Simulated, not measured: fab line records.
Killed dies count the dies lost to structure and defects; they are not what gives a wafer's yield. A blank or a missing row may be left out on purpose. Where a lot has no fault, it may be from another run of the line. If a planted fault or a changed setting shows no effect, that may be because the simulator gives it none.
fab line records | flow n5Finfet
record lots=4 wafers=12 lastDay=17
route steps=1938 shown BEOL_M14@1730 PASSIVATION@1936
lots with no fault: from the same line, run without faults
startH: hours from the record's first day to the start of the lot's first wafer shown | waitH: time in hours since the lot's previous step | " the same as in the row above | L1.1+2: a single row standing in for several wafers | - no value present, or no start provided | * or withheld: withheld | < > ~ a bound
route shown NAME@n: a module of which the file shows steps, and the number in the route of the first | usual: mean/standard deviation of fault-free wafers | same: alike in all rows | chamber/n: place in a boat | sites: per-site readings | _std_site: the values' standard deviation | _edge_site: outer sites' mean less inner sites' | radiusMm: for every site, how far away it sits from the centre of the wafer | mask NAME#n: copy n | behind: the last tool/chamber to shape the wafer | hold: why the lot was held/for how many hours/how that ended | device: which transistor (n, p or np) failed to switch | end of line: the same wafers' tests at the end of the route | for a step that has no rows: nothing shown but its recipe | killed: at the first sort, the dies lost to defects and structure; wafer yield is something else | map: dies across one wafer; x = killed, . = not, _ = none there
set.NAME: the run value of the setting; set.NAME@STEP: its run value at that earlier step | model.NAME: the simulator's own value behind a step, which no gauge read
lots at some steps of the route; a table a step, a row a wafer
services: a tool's chamber out of use, with start hour (startH, from the record's first day; less than 0 if before it), hours out, and reason
## steps
# step N5_BEOL_M14_ETCH_59
# recipe chemistry=N2/H2 target=BARC targetDepthA=890 overetchA=267 timeS=67.9 ionEnergyEv=200 pressureMtorr=30 sourceW=840 biasW=150 n2FlowSccm=200 h2FlowSccm=200
# step N5_BEOL_M14_VIA_ETCH_16
# recipe chemistry=C4F8/O2/Ar target=SiO2 heInnerTorr=15 heOuterTorr=30 targetDepthA=12313 timeS=withheld ionEnergyEv=800 pressureMtorr=20 sourceW=1905 biasW=2040 Ar_flow_sccm=400 C4F8_flow_sccm=16 O2_flow_sccm=12 ends=cleared
# step N5_BEOL_M14_STRIP_63
# recipe chemistry=O2 powerW=600 tempC=60 pressureMtorr=30 rfFrequencyHz=6e+07 biasPowerW=0 overashFraction=0.3 o2FlowSccm=225
# step N5_BEOL_M14_STRIP_64
# recipe chemistry=O2 powerW=600 tempC=60 pressureMtorr=30 rfFrequencyHz=6e+07 biasPowerW=0 overashFraction=0.3 o2FlowSccm=225
# step N5_BEOL_M14_STRIP_71
# recipe chemistry=postEtchResidueRemover timeS=60 tempC=25 removerPh=withheld removerWaterWtPct=withheld removerFluorideWtPct=withheld
# step N5_BEOL_M14_SRD_72
# recipe timeS=30 tempC=23 rinseLiquid=diw dry=n2Spin spinRpm=1500 dryTimeS=30
# step N5_BEOL_M14_COAT_65
# recipe resist=SOC tempC=250 timeS=60 spinRpm=1500 resistThkNm=450
# step N5_BEOL_M14_COAT_66
# recipe resist=SiARC tempC=220 timeS=60 spinRpm=1500 resistThkNm=110
# step N5_BEOL_M14_COAT_22
# recipe spinRpm=2888 resistThkNm=300
# step N5_BEOL_M14_EBR_24
# recipe solvent=PGMEA ebrWidthMm=1.5
# step N5_BEOL_M14_SOFTBAKE_23
# recipe tempC=130 timeS=60
# step N5_BEOL_M14_EXPOSE_25
# recipe maskId=M14 na=0.8 sourceShape=annular sigmaInner=0.5 sigmaOuter=0.8 polarization=unpolarized targetCdNm=280 doseMj=26.6
# usual exposureDoseMJCm2=26.573/0.028
# same na=0.8
# columns lot.wafer tool chamber startH waitH mask exposureDoseMJCm2
L647.1 krfScanner-01 0 267.22 - M14#0 26.593
L647.3 " 0 " " M14#0 26.560
L647.6 " 0 " " M14#0 26.563
L649.1 krfScanner-01 0 279.61 - M14#0 22.737
L649.3 " 0 " " M14#0 22.736
L649.6 " 0 " " M14#0 22.745
L653.2 krfScanner-01 0 318.44 - M14#0 23.470
L653.3 " 0 " " M14#0 23.420
L653.5 " 0 " " M14#0 23.501
L664.2 krfScanner-02 0 376.35 - M14#0 26.574
L664.3 " 0 " " M14#0 26.539
L664.5 " 0 " " M14#0 26.557
# step N5_BEOL_M14_PEB_26
# recipe pebTempC=130 pebTimeS=90
# step N5_BEOL_M14_DEVELOP_27
# recipe developTimeS=45 rinseLiquid=diw dry=airSpin devTempC=21
# step N5_BEOL_M14_HARDBAKE_32
# recipe tempC=130 timeS=120
# step N5_BEOL_M14_CD_MEAS_28
# recipe targetCdNm=284.4 landingEnergyEv=500 detector=seInlens
# usual cdNm=282.9/2.5
# columns lot.wafer tool chamber startH waitH cdNm
L647.1 cdSem-01 0 267.40 - 278.8
L647.3 " 0 " " 282.2
L647.6 " 0 " " 280.1
L649.1 cdSem-03 0 279.78 - 257.0
L649.3 " 0 " " 262.0
L649.6 " 0 " " 257.3
L653.2 cdSem-02 0 318.61 - 262.7
L653.3 " 0 " " 262.3
L653.5 " 0 " " 260.0
L664.2 cdSem-03 0 376.52 - 288.8
L664.3 " 0 " " 281.7
L664.5 " 0 " " 284.6
# step N5_BEOL_M14_DESCUM_33
# recipe chemistry=O2 timeS=7.9 sourcePowerW=50 biasPowerW=20 pressureMtorr=20 rfFrequencyHz=2.712e+07 tempC=40 o2FlowSccm=225
# usual drypumpMotorCurrentA=5.4/0.41 oesProductAu=0.78/0.062 rfVppV=243.7/1.3 showerheadPlenumPTorr=2.13/0.065 throttleValvePct=20.45/0.25
# columns lot.wafer tool chamber startH waitH drypumpMotorCurrentA oesProductAu rfHoursCounterH rfVppV showerheadPlenumPTorr throttleValvePct model.BEOL_M14.cdNm
L647.1 rieDiel-02 1 267.58 0.1 5.0 0.77 128 244.0 2.21 20.57 278.6
L647.3 " 2 " " 6.3 0.82 82 244.9 2.18 20.25 282.2
L647.6 " 3 " " 5.2 0.73 - 243.0 2.10 20.59 280.2
L649.1 rieDiel-05 1 280.31 0.5 5.6 0.74 173 244.4 2.21 20.28 257.2
L649.3 " 3 " " 5.1 0.81 116 243.1 2.12 20.64 261.8
L649.6 " 1 " " 5.6 0.74 - 243.9 2.21 20.29 257.6
L653.2 rieDiel-05 1 318.70 0.0 5.6 0.72 185 246.6 2.21 20.31 262.6
L653.3 " 2 " " 5.1 0.89 33 243.0 2.14 20.12 262.2
L653.5 " 2 " " 5.2 0.90 - 243.9 2.14 20.14 260.2
L664.2 rieDiel-02 1 376.60 0.0 5.0 0.73 165 245.3 2.20 20.65 288.6
L664.3 " 2 " " 6.3 0.77 117 243.8 2.17 20.31 281.6
L664.5 " 3 " " 5.2 0.70 - 243.3 2.09 20.65 284.6
# step N5_BEOL_M14_ETCH_67
# recipe chemistry=CF4 target=SiARC targetDepthA=1430 timeS=238.3 ionEnergyEv=80 pressureMtorr=40 sourceW=545 biasW=36 Ar_flow_sccm=100 cf4FlowSccm=100 ends=cleared
# step N5_BEOL_M14_ETCH_68
# recipe chemistry=N2/H2 target=SOC maskMaterial=SiARC sourceW=3000 biasW=350 tempC=40 timeS=450 ionEnergyEv=200 pressureMtorr=30 n2FlowSccm=200 h2FlowSccm=200
# step N5_BEOL_M14_STRIP_69
# recipe chemistry=N2/H2 tempC=40 n2FlowSccm=200 h2FlowSccm=200 rfFrequencyHz=6e+07
# step N5_BEOL_M14_TRENCH_ETCH_34
# recipe chemistry=C4F8/O2/Ar target=SiO2 targetDepthA=5566.5 maskMaterial=SOC heInnerTorr=15 heOuterTorr=30 timeS=126.9 ionEnergyEv=800 pressureMtorr=20 sourceW=1905 biasW=2040 Ar_flow_sccm=400 C4F8_flow_sccm=16 O2_flow_sccm=12
# step N5_BEOL_M14_STRIP_70
# recipe chemistry=C4F8/O2/Ar resist=SiARC rfFrequencyHz=6e+07
# step N5_BEOL_M14_STRIP_37
# recipe chemistry=O2 powerW=600 tempC=60 pressureMtorr=30 rfFrequencyHz=6e+07 biasPowerW=0 overashFraction=0.3 o2FlowSccm=225
# step N5_BEOL_M14_ETCH_38
# recipe chemistry=CF4/N2 target=SiCN targetDepthA=1065 taperDeg=2 timeS=120.6 ionEnergyEv=150 maskMaterial=SiO2 pressureMtorr=40 sourceW=430 biasW=70 Ar_flow_sccm=100 cf4FlowSccm=60 n2FlowSccm=60
# usual cf4FlowSccm=60.01/0.18 drypumpMotorCurrentA=5.4/0.46 oesProductAu=0.78/0.066 rfVppV=383.2/1.7 showerheadPlenumPTorr=2.25/0.06 throttleValvePct=15.46/0.23
# columns lot.wafer tool chamber startH waitH cf4FlowSccm drypumpMotorCurrentA oesProductAu rfHoursCounterH rfVppV showerheadPlenumPTorr throttleValvePct model.BEOL_M14.cdNm
L647.1 rieDiel-05 1 - - 59.93 5.6 0.74 171 383.8 2.28 15.10 272.8
L647.3 " 2 " " 59.92 5.1 0.92 20 382.5 2.24 15.03 278.4
L647.6 " 0 " " 60.06 5.4 0.87 - 381.0 2.13 15.49 274.4
L649.1 rieDiel-01 1 - - 59.93 5.7 0.81 66 386.6 2.33 15.66 256.4
L649.3 " 2 " " 59.92 5.2 0.74 124 381.8 2.21 15.15 260
L649.6 " 2 " " 60.12 5.2 0.74 - 382.5 2.21 15.17 257.8
L653.2 rieDiel-05 0 - - 60.15 5.4 0.84 102 379.3 2.13 15.52 261.8
L653.3 " 3 " " 60.08 5.1 0.78 128 381.3 2.22 15.61 256.2
L653.5 " 3 " " 59.83 5.1 0.79 - 384.4 2.22 15.60 255.2
L664.2 rieDiel-01 3 - - 60.19 5.7 0.70 193 382.3 2.20 15.92 280.2
L664.3 " 2 " " 60.01 5.2 0.71 159 383.3 2.20 15.23 278.6
L664.5 " 2 " " 60.07 5.2 0.71 - 381.5 2.20 15.20 280.4
# step N5_BEOL_M14_PRECLEAN_39
# recipe chemistry=residueRemover timeS=60 tempC=40
# step N5_PASSIVATION_PROBE_49
# usual defectLimitedYield=90.9/1.6 killed_at_M0_to_M3=34/10 killed_at_M4_up=13/5.4 killedAtContacts=13/6 killedAtFrontEnd=42/13 killedAtOther=4/3.2 killedDies=107/18 killedOnRim=14/4.2 killedOpen=69/14 killedShort=35/7.7 sort_bin_4_leakage=0.02/0.17 sort_bin_5_function=5.3/1 sort_bin_6_memory=3.3/0.75 sortNPass=1073/19 sortYieldPct=90.9/1.6
# same grossDies=1180 killedAtBackSide=0 sort_bin_8_speed[%]=0
# columns lot.wafer tool chamber startH waitH defectLimitedYield[%] killed_at_M0_to_M3 killed_at_M4_up killedAtContacts killedAtFrontEnd killedAtOther killedDies killedOnRim killedOpen killedShort sort_bin_4_leakage[%] sort_bin_5_function[%] sort_bin_6_memory[%] sortNPass sortYieldPct[%]
L649.1 prober-01 - 304.87 0.0 89.2 47 13 19 47 1 127 19 89 25 0 5.7 3.8 1053 89.2
L649.3 prober-01 - 304.97 0.1 92.4 37 8 9 33 3 90 15 58 26 0 3.8 3.4 1090 92.4
L649.6 prober-01 - 305.12 0.3 92.0 25 14 11 42 2 94 8 60 30 0 4.5 3.0 1086 92.0
L664.2 prober-02 - 400.82 0.1 92.4 32 21 12 23 2 90 5 69 18 0 5.1 2.5 1090 92.4
L664.3 prober-02 - 400.87 0.1 90.8 26 18 13 50 2 109 13 73 35 0 6.0 2.9 1071 90.8
L664.5 prober-02 - 400.97 0.2 92.6 22 15 14 32 4 87 8 57 29 0 4.1 2.7 1093 92.6
# killed by level:class
L649.1 BEOL_M2:geometricParticle:open=13 STI_FIN_REVEAL:geometricParticle:open=13 MOL_CONTACT_COAG:geometricParticle:open=13 BEOL_M3:geometricParticle:open=11 HKMG_FIN:areaEtch=10 BEOL_M1:geometricParticle:open=7 FIN_SAQP:geometricParticle:open=6 BEOL_M0_SAQP:geometricParticle:short=6
L649.3 STI_FIN_REVEAL:geometricParticle:open=8 BEOL_M3:geometricParticle:open=8 BEOL_M0_SAQP:geometricParticle:short=8 BEOL_M2:geometricParticle:open=8 MOL_CONTACT_COAG:geometricParticle:open=6 FIN_SAQP:geometricParticle:open=5 BEOL_M1:geometricParticle:open=5 FIN_CUT:areaEtch=5
L649.6 FIN_SAQP:geometricParticle:short=12 STI_FIN_REVEAL:geometricParticle:open=10 MOL_CONTACT_COAG:geometricParticle:open=9 BEOL_M2:geometricParticle:open=9 FIN_SAQP:geometricParticle:open=8 DUMMY_GATE:geometricParticle:open=4 BEOL_M0_SAQP:geometricParticle:short=4 BEOL_M1:geometricParticle:open=4
L664.2 MOL_CONTACT_COAG:geometricParticle:open=11 BEOL_M2:geometricParticle:open=9 BEOL_M4:geometricParticle:open=8 STI_FIN_REVEAL:geometricParticle:open=7 BEOL_M1:geometricParticle:open=6 FIN_SAQP:geometricParticle:open=4 BEOL_M3:geometricParticle:open=4 BEOL_M0_SAQP:geometricParticle:open=4
L664.3 STI_FIN_REVEAL:geometricParticle:open=15 BEOL_M4:geometricParticle:open=12 MOL_CONTACT_COAG:geometricParticle:open=8 BEOL_M2:geometricParticle:open=8 FIN_SAQP:geometricParticle:open=5 STI_FIN_REVEAL:geometricParticle:short=5 MOL_CONTACT_COAG:geometricParticle:short=5 BEOL_M3:geometricParticle:open=5
L664.5 MOL_CONTACT_COAG:geometricParticle:open=11 STI_FIN_REVEAL:geometricParticle:open=10 BEOL_M4:geometricParticle:open=7 FIN_SAQP:geometricParticle:open=5 GATE_CUT:geometricParticle:open=5 BEOL_M0_SAQP:geometricParticle:short=5 BEOL_M1:geometricParticle:open=5 BEOL_M0_SAQP:geometricParticle:open=4
## services
# columns tool chamber startH hours kind
rieDiel-05 3 264.39 4.8 repair
krfScanner-02 - 269.88 1.3 pm
rieDiel-05 - 272.79 2.8 pm
rieDiel-01 1 293.56 7.0 repair
krfScanner-01 - 295.11 0.8 pm
krfScanner-01 - 298.95 1.0 pm
rieDiel-05 0 301.41 5.1 repair
krfScanner-01 - 311.60 0.4 repair
krfScanner-02 0 316.18 - calibration
rieDiel-02 2 322.94 2.0 repair
krfScanner-02 - 347.36 1.0 pm
krfScanner-02 - 358.89 0.7 repair
krfScanner-02 - 363.26 4.0 pm
rieDiel-05 0 366.04 5.1 repair
krfScanner-02 - 373.05 0.8 pm
rieDiel-01 - 373.38 0.9 repair
krfScanner-01 - 375.55 3.0 pm
## key
firstSign step=N5_BEOL_M14_EXPOSE_25 reading=exposureDoseMJCm2 direction=down sigmas=99+ usual=26.573 struck=23.101
effect step=N5_BEOL_M14_CD_MEAS_28 reading=cdNm direction=down sigmas=9.1 usual=282.9 struck=260.2 through=controlLoop
modelEffect step=N5_BEOL_M14_DESCUM_33 value=BEOL_M14.cdNm without=283.6 struck=260.3
modelEffect step=N5_BEOL_M14_ETCH_38 value=BEOL_M14.cdNm without=281.1 struck=257.9
metAt N5_BEOL_M14_EXPOSE_25
struckWafers L649.1,L649.3,L649.6,L653.2,L653.3,L653.5
loopTrim step=N5_BEOL_M14_EXPOSE_25 setting=dose lots=L653
baselineLoss step=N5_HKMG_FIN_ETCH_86 wafers=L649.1
onsetBetween 267.22 279.61
fault kind=processParameterDrift tool=krfScanner-01 chamber=- onsetH=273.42 steps=N5_BEOL_M14_EXPOSE_25 channel=doseMj offset=-3.879 shape=step actsIn=theseRecipesOnly stated=26.6
# loopTrim: a control loop set the setting to another value than it would have without faults
# baselineLoss: these wafers lose ten dies or more at that step, a loss of the line's own and not of a fault; the sort's usual values leave them out
